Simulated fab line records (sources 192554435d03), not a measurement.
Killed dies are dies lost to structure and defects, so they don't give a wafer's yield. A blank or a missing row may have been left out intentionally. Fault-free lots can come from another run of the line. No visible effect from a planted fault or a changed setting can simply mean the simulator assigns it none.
fab line records :: flow n5Finfet
record:
  lots: 7
  wafers: 39
route steps=1938 shown FIN_CUT@176 DUMMY_GATE@237
startH: hours from the record's first day to the start of the lot's first wafer shown :: waitH: hours since the lot's step before :: " identical to the entry in the row above :: L1.1+2: a single row standing in for several wafers :: - no value, or no start was given :: * or withheld: withheld :: < > ~ a bound
route shown NAME@n: NAME is a module with steps in the file, n the number in the route of the first one :: usual: mean/standard deviation of fault-free wafers :: same: alike in all rows :: chamber/n: place in a boat :: sites: per-site readings :: _std_site: the values' standard deviation :: _edge_site: outer sites' mean less inner sites' :: radiusMm: how far each site lies from the wafer's centre :: mask NAME#n: copy n :: behind: tool/chamber where the wafer was last shaped :: hold: why the lot went on hold/how many hours it stayed there/how the hold came to an end :: device: the n, p or np transistor that did not switch :: end of line: the same wafers' tests at the end of the route :: a step given without rows: its recipe and nothing more :: killed: dies lost to structure and defects at the first sort, not the wafer's yield :: map: a wafer's dies, x killed, . not, _ none there
set.NAME: the setting that was run; set.NAME@STEP: the one run at that earlier step :: model.NAME: the simulator's own value behind a step, which no gauge read
lots run with intentionally changed settings; tables by step, rows by wafer
== steps ==
step: N5_FIN_CUT_CUT_ETCH_15
recipe:
  chemistry: HBr/Cl2/O2
  target: Si
  targetDepthA: 1000
  btTimeS: 10
  maskMaterial: SOC
  timeS: 42.4
  ionEnergyEv: *
  biasW: *
  pressureMtorr: 10
  icpW: 800
  HBr_flow_sccm: 150
  Cl2_flow_sccm: 80
  O2_flow_sccm: 12
lot.wafer: L074.1
tool: rieSi-03
chamber: 1
startH: 30.07
waitH: 0.1
set.timeS: 42.4
model.FIN_CUT.featureDepthNm: 94.6
model.etch.depthNm: 94.6
model.SOC_of_FIN_CUT_COAT_18.thkNm: 171.6

lot.wafer: L074.5
tool: rieSi-03
chamber: 0
startH: 30.07
waitH: 0.1
set.timeS: 42.4
model.FIN_CUT.featureDepthNm: 99.8
model.etch.depthNm: 99.88
model.SOC_of_FIN_CUT_COAT_18.thkNm: 169.8

lot.wafer: L074.6
tool: rieSi-03
chamber: 1
startH: 30.07
waitH: 0.1
set.timeS: 42.4
model.FIN_CUT.featureDepthNm: 94.6
model.etch.depthNm: 94.57
model.SOC_of_FIN_CUT_COAT_18.thkNm: 173.6

lot.wafer: L076.1
tool: rieSi-03
chamber: 2
startH: 40.87
waitH: 0.1
set.timeS: 42.4
model.FIN_CUT.featureDepthNm: 103.8
model.etch.depthNm: 103.9
model.SOC_of_FIN_CUT_COAT_18.thkNm: 169.6

lot.wafer: L076.2
tool: rieSi-03
chamber: 0
startH: 40.87
waitH: 0.1
set.timeS: 42.4
model.FIN_CUT.featureDepthNm: 101.4
model.etch.depthNm: 101.3
model.SOC_of_FIN_CUT_COAT_18.thkNm: 171.2

lot.wafer: L076.3
tool: rieSi-03
chamber: 3
startH: 40.87
waitH: 0.1
set.timeS: 42.4
model.FIN_CUT.featureDepthNm: 97.2
model.etch.depthNm: 97.29
model.SOC_of_FIN_CUT_COAT_18.thkNm: 171.8

lot.wafer: L076.4
tool: rieSi-03
chamber: 1
startH: 40.87
waitH: 0.1
set.timeS: 42.4
model.FIN_CUT.featureDepthNm: 94.8
model.etch.depthNm: 94.88
model.SOC_of_FIN_CUT_COAT_18.thkNm: 172.2

lot.wafer: L076.5
tool: rieSi-03
chamber: 2
startH: 40.87
waitH: 0.1
set.timeS: 42.4
model.FIN_CUT.featureDepthNm: 104.2
model.etch.depthNm: 104.2
model.SOC_of_FIN_CUT_COAT_18.thkNm: 169.8

lot.wafer: L076.6
tool: rieSi-03
chamber: 1
startH: 40.87
waitH: 0.1
set.timeS: 42.4
model.FIN_CUT.featureDepthNm: 94.8
model.etch.depthNm: 94.84
model.SOC_of_FIN_CUT_COAT_18.thkNm: 173.6

lot.wafer: L077.1
tool: rieSi-03
chamber: 3
startH: 49.10
waitH: 0.1
set.timeS: 52.22
model.FIN_CUT.featureDepthNm: 121
model.etch.depthNm: 121
model.SOC_of_FIN_CUT_COAT_18.thkNm: 161.6

lot.wafer: L077.2
tool: rieSi-03
chamber: 0
startH: 49.10
waitH: 0.1
set.timeS: 42.4
model.FIN_CUT.featureDepthNm: 101.8
model.etch.depthNm: 101.7
model.SOC_of_FIN_CUT_COAT_18.thkNm: 167.6

lot.wafer: L077.3
tool: rieSi-03
chamber: 1
startH: 49.10
waitH: 0.1
set.timeS: 52.22
model.FIN_CUT.featureDepthNm: 116.8
model.etch.depthNm: 116.8
model.SOC_of_FIN_CUT_COAT_18.thkNm: 163

lot.wafer: L077.4
tool: rieSi-03
chamber: 3
startH: 49.10
waitH: 0.1
set.timeS: 42.4
model.FIN_CUT.featureDepthNm: 98.2
model.etch.depthNm: 98.19
model.SOC_of_FIN_CUT_COAT_18.thkNm: 170.8

lot.wafer: L077.5
tool: rieSi-03
chamber: 1
startH: 49.10
waitH: 0.1
set.timeS: 52.22
model.FIN_CUT.featureDepthNm: 117
model.etch.depthNm: 117.1
model.SOC_of_FIN_CUT_COAT_18.thkNm: 163.2

lot.wafer: L077.6
tool: rieSi-03
chamber: 0
startH: 49.10
waitH: 0.1
set.timeS: 42.4
model.FIN_CUT.featureDepthNm: 100.6
model.etch.depthNm: 100.7
model.SOC_of_FIN_CUT_COAT_18.thkNm: 170.2

lot.wafer: L081.1
tool: rieSi-06
chamber: 1
startH: 70.17
waitH: 0.1
set.timeS: 42.4
model.FIN_CUT.featureDepthNm: 99.8
model.etch.depthNm: 99.87
model.SOC_of_FIN_CUT_COAT_18.thkNm: 170.6

lot.wafer: L081.2
tool: rieSi-06
chamber: 3
startH: 70.17
waitH: 0.1
set.timeS: 42.4
model.FIN_CUT.featureDepthNm: 101.2
model.etch.depthNm: 101.3
model.SOC_of_FIN_CUT_COAT_18.thkNm: 170.8

lot.wafer: L081.3
tool: rieSi-06
chamber: 2
startH: 70.17
waitH: 0.1
set.timeS: 47.16
model.FIN_CUT.featureDepthNm: 112.6
model.etch.depthNm: 112.6
model.SOC_of_FIN_CUT_COAT_18.thkNm: 167.2

lot.wafer: L081.4
tool: rieSi-06
chamber: 0
startH: 70.17
waitH: 0.1
set.timeS: 47.16
model.FIN_CUT.featureDepthNm: 107.6
model.etch.depthNm: 107.5
model.SOC_of_FIN_CUT_COAT_18.thkNm: 168.2

lot.wafer: L081.5
tool: rieSi-06
chamber: 1
startH: 70.17
waitH: 0.1
set.timeS: 47.16
model.FIN_CUT.featureDepthNm: 111.6
model.etch.depthNm: 111.6
model.SOC_of_FIN_CUT_COAT_18.thkNm: 166.4

lot.wafer: L081.6
tool: rieSi-06
chamber: 0
startH: 70.17
waitH: 0.1
set.timeS: 42.4
model.FIN_CUT.featureDepthNm: 95.6
model.etch.depthNm: 95.54
model.SOC_of_FIN_CUT_COAT_18.thkNm: 173.2

lot.wafer: L088.1
tool: rieSi-03
chamber: 2
startH: 114.68
waitH: 0.1
set.timeS: 42.4
model.FIN_CUT.featureDepthNm: 102.4
model.etch.depthNm: 102.4
model.SOC_of_FIN_CUT_COAT_18.thkNm: 168.8

lot.wafer: L088.2
tool: rieSi-03
chamber: 1
startH: 114.68
waitH: 0.1
set.timeS: 42.4
model.FIN_CUT.featureDepthNm: 96.2
model.etch.depthNm: 96.22
model.SOC_of_FIN_CUT_COAT_18.thkNm: 170.4

lot.wafer: L088.3
tool: rieSi-03
chamber: 3
startH: 114.68
waitH: 0.1
set.timeS: 38.84
model.FIN_CUT.featureDepthNm: 90.2
model.etch.depthNm: 90.18
model.SOC_of_FIN_CUT_COAT_18.thkNm: 173.2

lot.wafer: L088.4
tool: rieSi-03
chamber: 0
startH: 114.68
waitH: 0.1
set.timeS: 38.84
model.FIN_CUT.featureDepthNm: 93.4
model.etch.depthNm: 93.43
model.SOC_of_FIN_CUT_COAT_18.thkNm: 172.4

lot.wafer: L088.5
tool: rieSi-03
chamber: 0
startH: 114.68
waitH: 0.1
set.timeS: 38.84
model.FIN_CUT.featureDepthNm: 92.6
model.etch.depthNm: 92.56
model.SOC_of_FIN_CUT_COAT_18.thkNm: 173

lot.wafer: L088.6
tool: rieSi-03
chamber: 1
startH: 114.68
waitH: 0.1
set.timeS: 42.4
model.FIN_CUT.featureDepthNm: 95.6
model.etch.depthNm: 95.65
model.SOC_of_FIN_CUT_COAT_18.thkNm: 171

lot.wafer: L089.1
tool: rieSi-03
chamber: 0
startH: 119.07
waitH: 0.1
set.timeS: 42.4
model.FIN_CUT.featureDepthNm: 100.6
model.etch.depthNm: 100.6
model.SOC_of_FIN_CUT_COAT_18.thkNm: 169.6

lot.wafer: L089.2
tool: rieSi-03
chamber: 1
startH: 119.07
waitH: 0.1
set.timeS: 42.4
model.FIN_CUT.featureDepthNm: 95.6
model.etch.depthNm: 95.7
model.SOC_of_FIN_CUT_COAT_18.thkNm: 171.2

lot.wafer: L089.3
tool: rieSi-03
chamber: 2
startH: 119.07
waitH: 0.1
set.timeS: 38.43
model.FIN_CUT.featureDepthNm: 92
model.etch.depthNm: 92
model.SOC_of_FIN_CUT_COAT_18.thkNm: 174

lot.wafer: L089.4
tool: rieSi-03
chamber: 3
startH: 119.07
waitH: 0.1
set.timeS: 42.4
model.FIN_CUT.featureDepthNm: 98.8
model.etch.depthNm: 98.88
model.SOC_of_FIN_CUT_COAT_18.thkNm: 171

lot.wafer: L089.5
tool: rieSi-03
chamber: 3
startH: 119.07
waitH: 0.1
set.timeS: 38.43
model.FIN_CUT.featureDepthNm: 89.8
model.etch.depthNm: 89.78
model.SOC_of_FIN_CUT_COAT_18.thkNm: 173.8

lot.wafer: L089.6
tool: rieSi-03
chamber: 2
startH: 119.07
waitH: 0.1
set.timeS: 38.43
model.FIN_CUT.featureDepthNm: 91.6
model.etch.depthNm: 91.67
model.SOC_of_FIN_CUT_COAT_18.thkNm: 173.2

lot.wafer: L097.1
tool: rieSi-06
chamber: 2
startH: 166.59
waitH: 0.1
set.timeS: 36.6
model.FIN_CUT.featureDepthNm: 87.4
model.etch.depthNm: 87.38
model.SOC_of_FIN_CUT_COAT_18.thkNm: 175.8

lot.wafer: L097.2
tool: rieSi-06
chamber: 3
startH: 166.59
waitH: 0.1
set.timeS: 36.6
model.FIN_CUT.featureDepthNm: 87.6
model.etch.depthNm: 87.54
model.SOC_of_FIN_CUT_COAT_18.thkNm: 173.8

lot.wafer: L097.3
tool: rieSi-06
chamber: 0
startH: 166.59
waitH: 0.1
set.timeS: 42.4
model.FIN_CUT.featureDepthNm: 96.6
model.etch.depthNm: 96.62
model.SOC_of_FIN_CUT_COAT_18.thkNm: 170.8

lot.wafer: L097.4
tool: rieSi-06
chamber: 1
startH: 166.59
waitH: 0.1
set.timeS: 42.4
model.FIN_CUT.featureDepthNm: 100.4
model.etch.depthNm: 100.5
model.SOC_of_FIN_CUT_COAT_18.thkNm: 169.2

lot.wafer: L097.5
tool: rieSi-06
chamber: 2
startH: 166.59
waitH: 0.1
set.timeS: 36.6
model.FIN_CUT.featureDepthNm: 87.4
model.etch.depthNm: 87.36
model.SOC_of_FIN_CUT_COAT_18.thkNm: 175

lot.wafer: L097.6
tool: rieSi-06
chamber: 3
startH: 166.59
waitH: 0.1
set.timeS: 42.4
model.FIN_CUT.featureDepthNm: 101.4
model.etch.depthNm: 101.4
model.SOC_of_FIN_CUT_COAT_18.thkNm: 168.6
step: N5_DUMMY_GATE_ETCH_37
recipe:
  chemistry: N2/H2
  target: SOC
  targetDepthA: 600
  overetchA: 300
  tempC: 40
  ionEnergyEv: 200
  pressureMtorr: 30
  sourceW: 840
  biasW: 150
  n2FlowSccm: 200
  h2FlowSccm: 200
usual:
  rfVppV: 524/3.1
lot.wafer: L074.1
tool: rieDiel-02
chamber: 3
startH: 49.31
waitH: 0.0
set.sourceW: 840
rfVppV: 527

lot.wafer: L074.5
tool: rieDiel-02
chamber: 3
startH: 49.31
waitH: 0.0
set.sourceW: 840
rfVppV: 527

lot.wafer: L074.6
tool: rieDiel-02
chamber: 2
startH: 49.31
waitH: 0.0
set.sourceW: 840
rfVppV: 524

lot.wafer: L076.1
tool: rieDiel-06
chamber: 0
startH: 59.29
waitH: 0.0
set.sourceW: 694.4
rfVppV: 558

lot.wafer: L076.2
tool: rieDiel-06
chamber: 2
startH: 59.29
waitH: 0.0
set.sourceW: 840
rfVppV: 528

lot.wafer: L076.3
tool: rieDiel-06
chamber: 1
startH: 59.29
waitH: 0.0
set.sourceW: 694.4
rfVppV: 558

lot.wafer: L076.4
tool: rieDiel-06
chamber: 3
startH: 59.29
waitH: 0.0
set.sourceW: 840
rfVppV: 518

lot.wafer: L076.5
tool: rieDiel-06
chamber: 2
startH: 59.29
waitH: 0.0
set.sourceW: 694.4
rfVppV: 562

lot.wafer: L076.6
tool: rieDiel-06
chamber: 1
startH: 59.29
waitH: 0.0
set.sourceW: 840
rfVppV: 523

lot.wafer: L077.1
tool: rieDiel-06
chamber: 2
startH: 67.87
waitH: 0.0
set.sourceW: 840
rfVppV: 529

lot.wafer: L077.2
tool: rieDiel-06
chamber: 3
startH: 67.87
waitH: 0.0
set.sourceW: 840
rfVppV: 518

lot.wafer: L077.3
tool: rieDiel-06
chamber: 1
startH: 67.87
waitH: 0.0
set.sourceW: 840
rfVppV: 524

lot.wafer: L077.4
tool: rieDiel-06
chamber: 0
startH: 67.87
waitH: 0.0
set.sourceW: 840
rfVppV: 525

lot.wafer: L077.5
tool: rieDiel-06
chamber: 2
startH: 67.87
waitH: 0.0
set.sourceW: 840
rfVppV: 529

lot.wafer: L077.6
tool: rieDiel-06
chamber: 3
startH: 67.87
waitH: 0.0
set.sourceW: 840
rfVppV: 517

lot.wafer: L081.1
tool: rieDiel-05
chamber: 3
startH: 88.79
waitH: 0.0
set.sourceW: 884
rfVppV: 516

lot.wafer: L081.2
tool: rieDiel-05
chamber: 1
startH: 88.79
waitH: 0.0
set.sourceW: 884
rfVppV: 516

lot.wafer: L081.3
tool: rieDiel-05
chamber: 0
startH: 88.79
waitH: 0.0
set.sourceW: 840
rfVppV: 526

lot.wafer: L081.4
tool: rieDiel-05
chamber: 2
startH: 88.79
waitH: 0.0
set.sourceW: 840
rfVppV: 529

lot.wafer: L081.5
tool: rieDiel-05
chamber: 0
startH: 88.79
waitH: 0.0
set.sourceW: 884
rfVppV: 517

lot.wafer: L081.6
tool: rieDiel-05
chamber: 3
startH: 88.79
waitH: 0.0
set.sourceW: 840
rfVppV: 527

lot.wafer: L088.1
tool: rieDiel-05
chamber: 3
startH: 133.37
waitH: 0.0
set.sourceW: 741.9
rfVppV: 548

lot.wafer: L088.2
tool: rieDiel-05
chamber: 2
startH: 133.37
waitH: 0.0
set.sourceW: 840
rfVppV: 528

lot.wafer: L088.3
tool: rieDiel-05
chamber: 1
startH: 133.37
waitH: 0.0
set.sourceW: 741.9
rfVppV: 548

lot.wafer: L088.4
tool: rieDiel-05
chamber: 0
startH: 133.37
waitH: 0.0
set.sourceW: 840
rfVppV: 524

lot.wafer: L088.5
tool: rieDiel-05
chamber: 2
startH: 133.37
waitH: 0.0
set.sourceW: 840
rfVppV: 530

lot.wafer: L088.6
tool: rieDiel-05
chamber: 1
startH: 133.37
waitH: 0.0
set.sourceW: 741.9
rfVppV: 547

lot.wafer: L089.1
tool: rieDiel-02
chamber: 1
startH: 137.19
waitH: 0.0
set.sourceW: 978.5
rfVppV: 495

lot.wafer: L089.2
tool: rieDiel-02
chamber: 0
startH: 137.19
waitH: 0.0
set.sourceW: 978.5
rfVppV: 498

lot.wafer: L089.3
tool: rieDiel-02
chamber: 2
startH: 137.19
waitH: 0.0
set.sourceW: 840
rfVppV: 524

lot.wafer: L089.4
tool: rieDiel-02
chamber: 2
startH: 137.19
waitH: 0.0
set.sourceW: 840
rfVppV: 523

lot.wafer: L089.5
tool: rieDiel-02
chamber: 0
startH: 137.19
waitH: 0.0
set.sourceW: 840
rfVppV: 524

lot.wafer: L089.6
tool: rieDiel-02
chamber: 1
startH: 137.19
waitH: 0.0
set.sourceW: 978.5
rfVppV: 495

lot.wafer: L097.1
tool: rieDiel-05
chamber: 0
startH: 185.30
waitH: 0.0
set.sourceW: 840
rfVppV: 526

lot.wafer: L097.2
tool: rieDiel-05
chamber: 3
startH: 185.30
waitH: 0.0
set.sourceW: 840
rfVppV: 524

lot.wafer: L097.3
tool: rieDiel-05
chamber: 2
startH: 185.30
waitH: 0.0
set.sourceW: 840
rfVppV: 527

lot.wafer: L097.4
tool: rieDiel-05
chamber: 1
startH: 185.30
waitH: 0.0
set.sourceW: 840
rfVppV: 524

lot.wafer: L097.5
tool: rieDiel-05
chamber: 2
startH: 185.30
waitH: 0.0
set.sourceW: 840
rfVppV: 527

lot.wafer: L097.6
tool: rieDiel-05
chamber: 1
startH: 185.30
waitH: 0.0
set.sourceW: 840
rfVppV: 526
step: N5_DUMMY_GATE_ETCH_32
recipe:
  chemistry: CF4
  target: SiO2
  targetDepthA: 35
  timeS: 3.9
  ionEnergyEv: 350
  pressureMtorr: 10
  icpW: 800
  biasW: 400
  cf4FlowSccm: 80
lot.wafer: L074.1
tool: rieSi-03
chamber: 1
startH: 50.21
waitH: 0.1
set.timeS: 3.9
model.etch.depthNm: 3.218

lot.wafer: L074.5
tool: rieSi-03
chamber: 1
startH: 50.21
waitH: 0.1
set.timeS: 3.9
model.etch.depthNm: 3.219

lot.wafer: L074.6
tool: rieSi-03
chamber: 0
startH: 50.21
waitH: 0.1
set.timeS: 3.9
model.etch.depthNm: 3.575

lot.wafer: L076.1
tool: rieSi-03
chamber: 2
startH: 59.84
waitH: 0.1
set.timeS: 3.007
model.etch.depthNm: 2.795

lot.wafer: L076.2
tool: rieSi-03
chamber: 0
startH: 59.84
waitH: 0.1
set.timeS: 3.9
model.etch.depthNm: 3.602

lot.wafer: L076.3
tool: rieSi-03
chamber: 1
startH: 59.84
waitH: 0.1
set.timeS: 3.9
model.etch.depthNm: 3.245

lot.wafer: L076.4+5
tool: rieSi-03
chamber: 3
startH: 59.84
waitH: 0.1
set.timeS: 3.007
model.etch.depthNm: 2.602

lot.wafer: L076.6
tool: rieSi-03
chamber: 0
startH: 59.84
waitH: 0.1
set.timeS: 3.9
model.etch.depthNm: 3.558

lot.wafer: L077.1
tool: rieSi-03
chamber: 3
startH: 68.41
waitH: 0.1
set.timeS: 4.427
model.etch.depthNm: 3.819

lot.wafer: L077.2
tool: rieSi-03
chamber: 1
startH: 68.41
waitH: 0.1
set.timeS: 4.427
model.etch.depthNm: 3.697

lot.wafer: L077.3
tool: rieSi-03
chamber: 0
startH: 68.41
waitH: 0.1
set.timeS: 3.9
model.etch.depthNm: 3.613

lot.wafer: L077.4
tool: rieSi-03
chamber: 2
startH: 68.41
waitH: 0.1
set.timeS: 3.9
model.etch.depthNm: 3.587

lot.wafer: L077.5
tool: rieSi-03
chamber: 0
startH: 68.41
waitH: 0.1
set.timeS: 4.427
model.etch.depthNm: 4.081

lot.wafer: L077.6
tool: rieSi-03
chamber: 1
startH: 68.41
waitH: 0.1
set.timeS: 3.9
model.etch.depthNm: 3.259

lot.wafer: L081.1
tool: rieSi-03
chamber: 1
startH: 89.31
waitH: 0.1
set.timeS: 4.765
model.etch.depthNm: 4.014

lot.wafer: L081.2
tool: rieSi-03
chamber: 2
startH: 89.31
waitH: 0.1
set.timeS: 4.765
model.etch.depthNm: 4.443

lot.wafer: L081.3
tool: rieSi-03
chamber: 0
startH: 89.31
waitH: 0.1
set.timeS: 3.9
model.etch.depthNm: 3.634

lot.wafer: L081.4
tool: rieSi-03
chamber: 3
startH: 89.31
waitH: 0.1
set.timeS: 4.765
model.etch.depthNm: 4.198

lot.wafer: L081.5
tool: rieSi-03
chamber: 1
startH: 89.31
waitH: 0.1
set.timeS: 3.9
model.etch.depthNm: 3.308

lot.wafer: L081.6
tool: rieSi-03
chamber: 2
startH: 89.31
waitH: 0.1
set.timeS: 3.9
model.etch.depthNm: 3.629

lot.wafer: L088.1
tool: rieSi-06
chamber: 2
startH: 133.89
waitH: 0.1
set.timeS: 3.9
model.etch.depthNm: 3.546

lot.wafer: L088.2
tool: rieSi-06
chamber: 0
startH: 133.89
waitH: 0.1
set.timeS: 3.9
model.etch.depthNm: 3.299

lot.wafer: L088.3
tool: rieSi-06
chamber: 3
startH: 133.89
waitH: 0.1
set.timeS: 3.429
model.etch.depthNm: 3.154

lot.wafer: L088.4
tool: rieSi-06
chamber: 1
startH: 133.89
waitH: 0.1
set.timeS: 3.9
model.etch.depthNm: 3.412

lot.wafer: L088.5
tool: rieSi-06
chamber: 0
startH: 133.89
waitH: 0.1
set.timeS: 3.429
model.etch.depthNm: 2.904

lot.wafer: L088.6
tool: rieSi-06
chamber: 3
startH: 133.89
waitH: 0.1
set.timeS: 3.429
model.etch.depthNm: 3.159

lot.wafer: L089.1
tool: rieSi-04
chamber: 0
startH: 137.78
waitH: 0.1
set.timeS: 3.9
model.etch.depthNm: 3.581

lot.wafer: L089.2
tool: rieSi-04
chamber: 3
startH: 137.78
waitH: 0.1
set.timeS: 3.9
model.etch.depthNm: 3.604

lot.wafer: L089.3
tool: rieSi-04
chamber: 1
startH: 137.78
waitH: 0.1
set.timeS: 4.784
model.etch.depthNm: 4.458

lot.wafer: L089.4
tool: rieSi-04
chamber: 2
startH: 137.78
waitH: 0.1
set.timeS: 4.784
model.etch.depthNm: 4.258

lot.wafer: L089.5
tool: rieSi-04
chamber: 3
startH: 137.78
waitH: 0.1
set.timeS: 3.9
model.etch.depthNm: 3.631

lot.wafer: L089.6
tool: rieSi-04
chamber: 2
startH: 137.78
waitH: 0.1
set.timeS: 4.784
model.etch.depthNm: 4.249

lot.wafer: L097.1
tool: rieSi-06
chamber: 0
startH: 185.88
waitH: 0.1
set.timeS: 3.9
model.etch.depthNm: 3.343

lot.wafer: L097.2
tool: rieSi-06
chamber: 1
startH: 185.88
waitH: 0.1
set.timeS: 3.9
model.etch.depthNm: 3.461

lot.wafer: L097.3
tool: rieSi-06
chamber: 3
startH: 185.88
waitH: 0.1
set.timeS: 3.9
model.etch.depthNm: 3.574

lot.wafer: L097.4
tool: rieSi-06
chamber: 2
startH: 185.88
waitH: 0.1
set.timeS: 3.9
model.etch.depthNm: 3.571

lot.wafer: L097.5
tool: rieSi-06
chamber: 2
startH: 185.88
waitH: 0.1
set.timeS: 3.9
model.etch.depthNm: 3.605

lot.wafer: L097.6
tool: rieSi-06
chamber: 3
startH: 185.88
waitH: 0.1
set.timeS: 3.9
model.etch.depthNm: 3.561
== key ==
split:
  step: N5_FIN_CUT_CUT_ETCH_15
  setting: timeS
  stated: 42.4
  by: wafer
response:
  step: N5_FIN_CUT_CUT_ETCH_15
  reading: model.FIN_CUT.featureDepthNm
  change: +0.826
  per: 1%
  r: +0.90
response:
  step: N5_FIN_CUT_CUT_ETCH_15
  reading: model.etch.depthNm
  change: +0.828
  per: 1%
  r: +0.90
response:
  step: N5_FIN_CUT_CUT_ETCH_15
  reading: model.SOC_of_FIN_CUT_COAT_18.thkNm
  change: -0.331
  per: 1%
  r: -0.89
split:
  step: N5_DUMMY_GATE_ETCH_37
  setting: sourceW
  stated: 840
  by: wafer
response:
  step: N5_DUMMY_GATE_ETCH_37
  reading: rfVppV
  change: -1.87
  per: 1%
  r: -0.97
split:
  step: N5_DUMMY_GATE_ETCH_32
  setting: timeS
  stated: 3.9
  by: wafer
response:
  step: N5_DUMMY_GATE_ETCH_32
  reading: model.etch.depthNm
  change: +0.0319
  per: 1%
  r: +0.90
